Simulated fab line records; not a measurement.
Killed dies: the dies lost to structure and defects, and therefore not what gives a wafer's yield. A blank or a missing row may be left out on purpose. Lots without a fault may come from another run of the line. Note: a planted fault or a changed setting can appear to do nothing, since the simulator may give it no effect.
A lot that was struck, set against a sound lot -- flow nand-harc -- 14 out of 1302 route steps
Sound: the wafers L249.3, L249.4, L249.6. Struck: wafer L242.2 (left out: L242.3, a lot-mate that was not struck); the cause follows at the end.
Order at every step that has rows: each side's tool, ch and its chambers, its first start. Under that, the readings that differ: sound wafers -- struck wafers -- difference of the means -- sigmas: that difference in standard deviations of wafers without a fault.
alike: same words and numbers on both sides, and readings whose means sit less than 2 such deviations apart. not compared: any withheld reading, any reading some wafer has no value for, any bound like >300 that may hide the same value, and any number with overlapping values for which the record gives no deviation.
Wherever a step has rows on one side only, a row that says differs or no value, or a row with sigmas, the two part there. When numbers do not overlap yet have no deviation, they are printed without sigmas and do not part them. A reading that every wafer of one side lacks parts them only if that side has two wafers or more.

first, 6 steps without rows for these wafers: NHARC_A_DECK1_JOINT_CVD_34 (deposits SiNx, target thk 20 nm); NHARC_A_DECK1_JOINT_DEP_06 (deposits SiOx, target thk 80 nm); NHARC_A_DECK1_JOINT_CURE_26 (time 32 s); NHARC_A_DECK1_JOINT_ANNEAL_27 (time 3600 s); NHARC_A_DECK1_JOINT_ANNEAL_28 (time 1800 s); NHARC_A_DECK1_JOINT_ANNEAL_29 (time 1800 s).
NHARC_A_DECK1_JOINT_CMP_02: polishes SiOx.
  sound on cmp-03 ch 0,3, day 20 22:52; struck on cmp-04 ch 0, day 17 15:46
  alike: motor-current-A, retaining-ring-pressure-frac
then, 1 step without rows for these wafers: NHARC_A_DECK1_JOINT_SRD_15.
NHARC_A_DECK1_JOINT_DEP_16: deposits SiO2, target thk 45 nm.
  sound on pecvd-02 ch 0,1, day 20 23:20; struck on pecvd-01 ch 0, day 17 16:09
reading,sound,struck,difference,sigmas
heater-power-w (W),534 451 532,718,+212,+2
  alike: flow-sccm, throttle-valve-pct
NHARC_A_DECK1_JOINT_THK_MEAS_17: measures by ellipsometry.
  sound: film-metro-01 at day 20 23:37; struck: film-metro-01 at day 17 16:24
  alike: thk-nm
NHARC_A_DECK1_JOINT_INSPECT_05:
  sound: defect-inspect-02 at day 20 23:40; struck: defect-inspect-02 at day 17 16:26
  alike: raw-defect-count
NHARC_A_ONON_D2_DEP_00: target thk 1000 nm.
  sound on pecvd-onon-02 ch 0, day 20 23:50; struck on pecvd-onon-03 ch 0, day 17 16:33
  alike: n2o-flow-sccm
NHARC_A_ONON_D2_THK_MEAS_02: measures by ellipsometry.
  sound: film-metro-02 at day 21 00:14; struck: film-metro-02 at day 17 17:01
reading,sound,struck,difference,sigmas
thk-nm (nm),1000 1000 999,1087,+87,+11
following that, 1 step holds no rows for these wafers, namely NHARC_A_ONON_D2_DEP_03 (target thickness 1000 nm).

WHERE THEY PART
At NHARC_A_DECK1_JOINT_DEP_16 first; at NHARC_A_ONON_D2_THK_MEAS_02 last (within this record only).

WHY: what the simulator had put in
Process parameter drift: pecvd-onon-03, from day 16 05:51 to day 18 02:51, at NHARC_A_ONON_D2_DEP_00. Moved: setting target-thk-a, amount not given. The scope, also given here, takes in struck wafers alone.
